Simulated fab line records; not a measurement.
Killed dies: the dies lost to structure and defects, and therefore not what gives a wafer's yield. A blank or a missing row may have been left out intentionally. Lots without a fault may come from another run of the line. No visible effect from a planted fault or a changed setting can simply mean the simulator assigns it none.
Chamber matching + flow n5_finfet + 3 sister chambers for N5_BEOL_M3_ILD_DEP_00 on pecvd-03
The step deposits SiOC from DEMS/O2, target thk 79 nm, time 15.3 s. 24 wafers are shown with their chamber, then 12 later ones without.

EACH WAFER AND ITS CHAMBER
| wafer  | chamber | throttle_valve_pct (%) | showerhead_plenum_p_Torr (Torr) | heater_power_w (W) |
|--------|---------|------------------------|---------------------------------|--------------------|
| L075.2 | 1       | 11.3                   | 5.676                           | 513                |
| L075.4 | 1       | 11.7                   | 5.675                           | 502                |
| L075.5 | 2       | 11.5                   | 5.703                           | 562                |
| L076.1 | 2       | 11.7                   | 5.702                           | 569                |
| L076.2 | 0       | 12.3                   | 5.701                           | 465                |
| L076.3 | 2       | 11.8                   | 5.709                           | 580                |
| L079.2 | 0       | 12.2                   | 5.705                           | 547                |
| L079.3 | 1       | 11.3                   | 5.691                           | 525                |
| L079.5 | 1       | 11.4                   | 5.684                           | 541                |
| L080.2 | 1       | 11.6                   | 5.682                           | 524                |
| L080.3 | 0       | 12.6                   | 5.723                           | 537                |
| L080.6 | 0       | 12.3                   | 5.693                           | 529                |
| L083.3 | 1       | 11.5                   | 5.677                           | 451                |
| L083.4 | 0       | 12.5                   | 5.708                           | 558                |
| L083.6 | 1       | 11.4                   | 5.685                           | 449                |
| L084.1 | 1       | 11.3                   | 5.701                           | 464                |
| L084.5 | 1       | 11.9                   | 5.678                           | 474                |
| L084.6 | 2       | 11.5                   | 5.706                           | 589                |
| L087.1 | 1       | 11.4                   | 5.684                           | 454                |
| L087.3 | 0       | 12.2                   | 5.710                           | 525                |
| L087.5 | 1       | 11.4                   | 5.684                           | 451                |
| L088.1 | 0       | 12.3                   | 5.710                           | 497                |
| L088.2 | 1       | 11.3                   | 5.684                           | 546                |
| L088.4 | 1       | 11.4                   | 5.676                           | 537                |

SIGNATURES (means of the wafers above)
| reading                  | chamber 0 | chamber 1 | chamber 2 | scatter within a chamber |
|--------------------------|-----------|-----------|-----------|--------------------------|
| throttle_valve_pct       | 12.343    | 11.454    | 11.625    | 0.169                    |
| showerhead_plenum_p_Torr | 5.70714   | 5.68285   | 5.70500   | 0.00743                  |
| heater_power_w           | 522.57    | 494.69    | 575.00    | 33.9                     |
Rule: for a wafer and a chamber, the distance is found by dividing, reading by reading, the gap between the wafer's reading and the chamber's mean by the reading's scatter, squaring, summing and taking the root. If the next closest chamber is less than 2 further off than the closest, the wafer can't be placed; otherwise it belongs to the closest. The scatter: take each reading less its chamber's mean, square it, sum over the shown wafers, divide by the number of wafers less the number of chambers, and take the root.

WAFERS WHOSE CHAMBER IS MISSING
| wafer  | throttle_valve_pct (%) | showerhead_plenum_p_Torr (Torr) | heater_power_w (W) |
|--------|------------------------|---------------------------------|--------------------|
| L090.1 | 11.5                   | 5.704                           | 541                |
| L090.4 | 11.8                   | 5.690                           | 546                |
| L090.6 | 11.6                   | 5.672                           | 535                |
| L092.1 | 11.4                   | 5.699                           | 594                |
| L092.2 | 12.5                   | 5.731                           | 556                |
| L092.4 | 11.5                   | 5.665                           | 523                |
| L093.1 | 11.2                   | 5.686                           | 475                |
| L093.4 | 11.6                   | 5.693                           | 560                |
| L093.5 | 12.3                   | 5.721                           | 544                |
| L095.1 | 12.4                   | 5.709                           | 462                |
| L095.3 | 11.4                   | 5.666                           | 445                |
| L095.6 | 12.3                   | 5.714                           | 466                |

EACH ONE'S CHAMBER
| wafer  | from the rows above          | in truth |
|--------|------------------------------|----------|
| L090.1 | can't be placed: 2 or 1      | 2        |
| L090.4 | can't be placed: 2 or 1 or 0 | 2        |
| L090.6 | 1                            | 1        |
| L092.1 | 2                            | 2        |
| L092.2 | 0                            | 0        |
| L092.4 | 1                            | 1        |
| L093.1 | 1                            | 1        |
| L093.4 | can't be placed: 2 or 1      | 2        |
| L093.5 | 0                            | 0        |
| L095.1 | 0                            | 0        |
| L095.3 | 1                            | 1        |
| L095.6 | 0                            | 0        |
Correct placement for 9 of the 12. Cannot be placed on the basis of these rows: 3; the candidates contain the true chamber in 3. 0 placed wrongly.
